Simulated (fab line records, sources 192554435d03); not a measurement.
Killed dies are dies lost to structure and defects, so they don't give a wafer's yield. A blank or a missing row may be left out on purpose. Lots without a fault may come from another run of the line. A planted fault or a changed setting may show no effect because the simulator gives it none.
Which tool did it? | flow n5_finfet | 10 lots, 30 wafers sampled, at 5 steps of a route of 1938

WHAT THE GAUGES READ, wafer by wafer
N5_HKMG_FIN_OVL_MEAS_50. Usual: NDIPOLE_OVL 0.4 nm, standard deviation 0.78.
lot  | measured    | on         | NDIPOLE_OVL (nm) | flag
L663 | day 4 00:41 | overlay-01 | 0.9 1.1 0.9      |
L664 | day 4 05:38 | overlay-01 | 1.3 1.6 1.2      |
L668 | day 5 10:40 | overlay-02 | 0.4 1.6 0.2      |
L669 | day 5 19:26 | overlay-02 | -0.3 0.5 0.0     |
L670 | day 6 02:27 | overlay-02 | 0.5 -0.6 -0.4    |
L671 | day 6 04:47 | overlay-01 | 0.5 0.3 0.2      |
L672 | day 6 06:33 | overlay-02 | -0.1 -0.5 -0.3   |
L680 | day 8 03:29 | overlay-01 | -1.6 -0.3 0.1    |
L681 | day 8 13:20 | overlay-01 | 1.4 0.3 0.6      |
L683 | day 9 03:54 | overlay-01 | 0.4 -0.3 0.5     |

N5_HKMG_FIN_CD_MEAS_12: target cd 92.8 nm. Usual: cd_nm 92.8 nm, standard deviation 0.8.
lot  | measured    | on        | cd_nm (nm)     | flag
L663 | day 4 04:03 | cd_sem-03 | 92.7 93.5 91.8 |
L664 | day 4 08:59 | cd_sem-02 | 93.9 93.0 92.9 |
L668 | day 5 14:01 | cd_sem-01 | 92.7 91.7 92.6 |
L669 | day 5 22:47 | cd_sem-03 | 93.0 93.3 94.0 |
L670 | day 6 05:47 | cd_sem-02 | 92.9 94.2 93.0 |
L671 | day 6 08:07 | cd_sem-02 | 92.2 92.3 93.6 |
L672 | day 6 10:22 | cd_sem-01 | 92.2 92.7 92.4 |
L680 | day 8 06:44 | cd_sem-01 | 91.9 92.4 92.3 |
L681 | day 8 17:26 | cd_sem-03 | 93.8 92.9 93.1 |
L683 | day 9 07:15 | cd_sem-01 | 92.4 91.6 91.9 |

N5_BEOL_M4_RC_MEAS_101. Usual: DIBL_N 37.1 mV/V, standard deviation 2.6; DIBL_P 38 mV/V, standard deviation 3; IOFF_N 0.18 nA/um, standard deviation 0.052; IOFF_P 0.25 nA/um, standard deviation 0.06; ION_N 678 uA/um, standard deviation 15; ION_P 467 uA/um, standard deviation 8.6; SS_N 71.7 mV/dec, standard deviation 0.73; SS_P 73.7 mV/dec, standard deviation 0.89; VT_N 249 mV, standard deviation 4.3; VT_P -248 mV, standard deviation 3.8.
lot  | measured     | on        | DIBL_N (mV/V)  | DIBL_P (mV/V) | IOFF_N (nA/um) | IOFF_P (nA/um) | ION_N (uA/um) | ION_P (uA/um) | SS_N (mV/dec)  | SS_P (mV/dec)  | VT_N (mV)   | VT_P (mV)      | flag
L663 | day 10 15:06 | prober-01 | 33.4 32.1 32.3 | 34 32 33      | 0.13 0.12 0.10 | 0.20 0.16 0.17 | 648 659 648   | 455 458 454   | 72.0 70.9 70.4 | 72.2 71.6 71.5 | 254 253 260 | -247 -252 -251 |
L664 | day 10 12:04 | prober-02 | 34.6 40.1 36.5 | 36 42 38      | 0.13 0.26 0.17 | 0.18 0.29 0.22 | 657 688 667   | 448 468 459   | 70.1 72.2 72.0 | 72.9 74.8 72.7 | 253 242 249 | -255 -245 -251 |
L668 | day 12 09:07 | prober-02 | 34.7 33.9 34.8 | 34 33 35      | 0.13 0.12 0.13 | 0.22 0.19 0.23 | 659 661 674   | 464 461 475   | 71.6 71.3 71.1 | 73.4 72.3 72.6 | 251 253 255 | -247 -251 -246 |
L669 | day 12 01:40 | prober-01 | 34.9 38.1 35.8 | 35 40 36      | 0.13 0.20 0.14 | 0.22 0.34 0.23 | 659 688 643   | 466 477 465   | 70.7 71.9 71.4 | 73.4 74.2 73.5 | 253 247 252 | -248 -244 -249 |
L670 | day 12 01:53 | prober-02 | 37.1 38.0 34.7 | 39 41 37      | 0.18 0.21 0.14 | 0.24 0.29 0.21 | 674 686 667   | 463 476 463   | 72.0 71.8 70.5 | 74.2 74.3 73.3 | 250 249 252 | -248 -247 -247 |
L671 | day 12 21:09 | prober-02 | 40.1 41.5 40.5 | 41 40 39      | 0.21 0.26 0.26 | 0.33 0.32 0.30 | 656 700 686   | 477 475 470   | 71.7 73.2 71.8 | 74.0 74.5 74.3 | 249 243 242 | -242 -243 -246 |
L672 | day 12 19:27 | prober-01 | 39.6 37.3 39.5 | 41 38 40      | 0.20 0.16 0.21 | 0.31 0.21 0.27 | 679 690 693   | 463 469 471   | 72.1 71.5 72.2 | 75.1 73.7 73.5 | 250 252 245 | -246 -249 -247 |
L680 | day 14 14:53 | prober-02 | 36.8 37.6 42.1 | 38 39 43      | 0.15 0.18 0.30 | 0.25 0.29 0.40 | 675 680 712   | 469 478 482   | 71.2 71.5 72.6 | 73.1 73.6 75.5 | 253 247 241 | -245 -245 -240 |
L681 | day 15 15:47 | prober-01 | 32.3 36.0 32.8 | 34 38 34      | 0.11 0.17 0.12 | 0.17 0.25 0.18 | 661 662 671   | 452 461 469   | 70.5 72.2 70.6 | 71.0 74.0 71.9 | 253 247 254 | -252 -248 -252 |
L683 | day 15 15:13 | prober-02 | 38.0 33.1 35.1 | 38 34 35      | 0.18 0.10 0.13 | 0.25 0.17 0.18 | 675 655 666   | 464 458 455   | 72.1 70.9 71.4 | 73.6 73.0 73.5 | 250 258 253 | -248 -255 -253 |

WHICH TOOL RAN EACH LOT (tool, then ch and the chambers of the sampled wafers, then the start)
lot  | N5_HKMG_FIN_ETCH_35               | N5_HKMG_FIN_STRIP_89
L663 | rie_diel-01 ch 1,2,3, day 4 04:26 | rie_diel-04 ch 0,1,2, day 4 05:31
L664 | rie_diel-05 ch 0,3, day 4 09:23   | rie_diel-01 ch 1,2,3, day 4 10:28
L668 | rie_diel-01 ch 0,1,2, day 5 14:25 | rie_diel-04 ch 0,1,2, day 5 15:29
L669 | rie_diel-01 ch 0,1,2, day 5 23:10 | rie_diel-04 ch 1,2,3, day 6 00:46
L670 | rie_diel-05 ch 2,3, day 6 06:11   | rie_diel-04 ch 0,1, day 6 07:17
L671 | rie_diel-01 ch 0,1,3, day 6 08:31 | rie_diel-05 ch 0,1, day 6 09:35
L672 | rie_diel-05 ch 0,1,2, day 6 10:47 | rie_diel-04 ch 2,3, day 6 12:01
L680 | rie_diel-05 ch 1,2,3, day 8 07:07 | rie_diel-05 ch 0,2,3, day 8 08:13
L681 | rie_diel-04 ch 2,3, day 8 17:50   | rie_diel-05 ch 1,2,3, day 8 19:06
L683 | rie_diel-01 ch 1,2,3, day 9 07:38 | rie_diel-05 ch 1,2,3, day 9 08:47
- N5_HKMG_FIN_ETCH_35: etches SOC in N2/H2, target depth 215.8 nm, time 243.4 s.
- N5_HKMG_FIN_STRIP_89: strips SOC in N2/H2, time 20 s.

WHAT THE TOOLS THEMSELVES READ (means of the sampled wafers that have a number; where no wafer has one, the mark that the record gives instead)
N5_HKMG_FIN_ETCH_35. Usual: drypump_motor_current_A 5.6 A, standard deviation 0.49; oes_product_au 0.79 a.u., standard deviation 0.087; rf_vpp_V 141.6 V, standard deviation 0.9; run_length_s 266.9 s, standard deviation 0.36; showerhead_plenum_p_Torr 2.54 Torr, standard deviation 0.067; throttle_valve_pct 17.62 %, standard deviation 0.21.
lot  | tool        | drypump_motor_current_A (A) | oes_product_au (a.u.) | rf_vpp_V (V) | run_length_s (s) | showerhead_plenum_p_Torr (Torr) | throttle_valve_pct (%) | flag
L663 | rie_diel-01 | 5.3                         | 0.79                  | 141.5        | 266.9            | 2.54                            | 17.67                  |
L664 | rie_diel-05 | 5.2                         | 0.70                  | 142.1        | 267.2            | 2.52                            | 17.85                  |
L668 | rie_diel-01 | 5.3                         | 0.74                  | 141.6        | 266.7            | 2.55                            | 17.82                  |
L669 | rie_diel-01 | 5.2                         | 0.73                  | 142.2        | 250.2            | 2.55                            | 17.81                  | OFF
L670 | rie_diel-05 | 5.3                         | 0.93                  | 141.0        | 267.2            | 2.51                            | 17.51                  |
L671 | rie_diel-01 | 5.4                         | 0.78                  | 142.2        | 250.3            | 2.58                            | 17.80                  | OFF
L672 | rie_diel-05 | 5.7                         | 0.82                  | 141.9        | 267.0            | 2.53                            | 17.48                  |
L680 | rie_diel-05 | 5.7                         | 0.86                  | 141.3        | 267.1            | 2.51                            | 17.49                  |
L681 | rie_diel-04 | 6.0                         | 0.72                  | 142.4        | 266.8            | 2.59                            | 17.55                  |
L683 | rie_diel-01 | 5.3                         | 0.76                  | 142.2        | 266.8            | 2.53                            | 17.72                  |

N5_HKMG_FIN_STRIP_89. Usual: drypump_motor_current_A 5.7 A, standard deviation 0.57; oes_product_au 0.79 a.u., standard deviation 0.082; rf_vpp_V 54.2 V, standard deviation 0.83; showerhead_plenum_p_Torr 3.36 Torr, standard deviation 0.087; temp_c 40.00 C, standard deviation 0.11; throttle_valve_pct 18.7 %, standard deviation 0.32.
lot  | tool        | drypump_motor_current_A (A) | oes_product_au (a.u.) | rf_vpp_V (V) | showerhead_plenum_p_Torr (Torr) | temp_c (C) | throttle_valve_pct (%) | flag
L663 | rie_diel-04 | 5.7                         | 0.80                  | 54.0         | 3.38                            | 39.92      | 18.7                   |
L664 | rie_diel-01 | 5.3                         | 0.79                  | 53.9         | 3.35                            | 40.07      | 18.8                   |
L668 | rie_diel-04 | 5.7                         | 0.79                  | 54.4         | 3.37                            | 39.95      | 18.7                   |
L669 | rie_diel-04 | 5.9                         | 0.80                  | 53.8         | 3.43                            | 40.15      | 18.8                   |
L670 | rie_diel-04 | 6.0                         | 0.76                  | 54.4         | 3.34                            | 39.97      | 18.8                   |
L671 | rie_diel-05 | 5.7                         | 0.83                  | 54.4         | 3.36                            | 40.12      | 18.5                   |
L672 | rie_diel-04 | 5.5                         | 0.74                  | 53.1         | 3.40                            | 39.98      | 18.5                   |
L680 | rie_diel-05 | 5.3                         | 0.83                  | 53.8         | 3.34                            | 39.98      | 18.7                   |
L681 | rie_diel-05 | 5.7                         | 0.86                  | 54.7         | 3.31                            | 40.08      | 18.7                   |
L683 | rie_diel-05 | 5.7                         | 0.84                  | 53.6         | 3.31                            | 39.99      | 18.7                   |

THE ANSWER, worked out from the rows above alone
Rule: a lot is off if the mean of its wafers that have a number lies more than 3 standard deviations from the usual mean. A lot without any number at a reading at which 4 lots or more have one is off too. The other lots that the step has rows for count as sound. The gauges are gone through in route order, then the tools' own readings, and for those a lot's mean is taken as printed above. The first step at which some lot is off is used, and at that step the reading that is off furthest; a lot without a number counts as furthest.
Off: L669, L671, at N5_HKMG_FIN_ETCH_35 (run_length_s).
A tool fits if, at that step or a process step before it, it ran every lot that is off, and no sound lot after the first of them. None of those tried fits.

WHAT THE SIMULATOR HAD PUT IN
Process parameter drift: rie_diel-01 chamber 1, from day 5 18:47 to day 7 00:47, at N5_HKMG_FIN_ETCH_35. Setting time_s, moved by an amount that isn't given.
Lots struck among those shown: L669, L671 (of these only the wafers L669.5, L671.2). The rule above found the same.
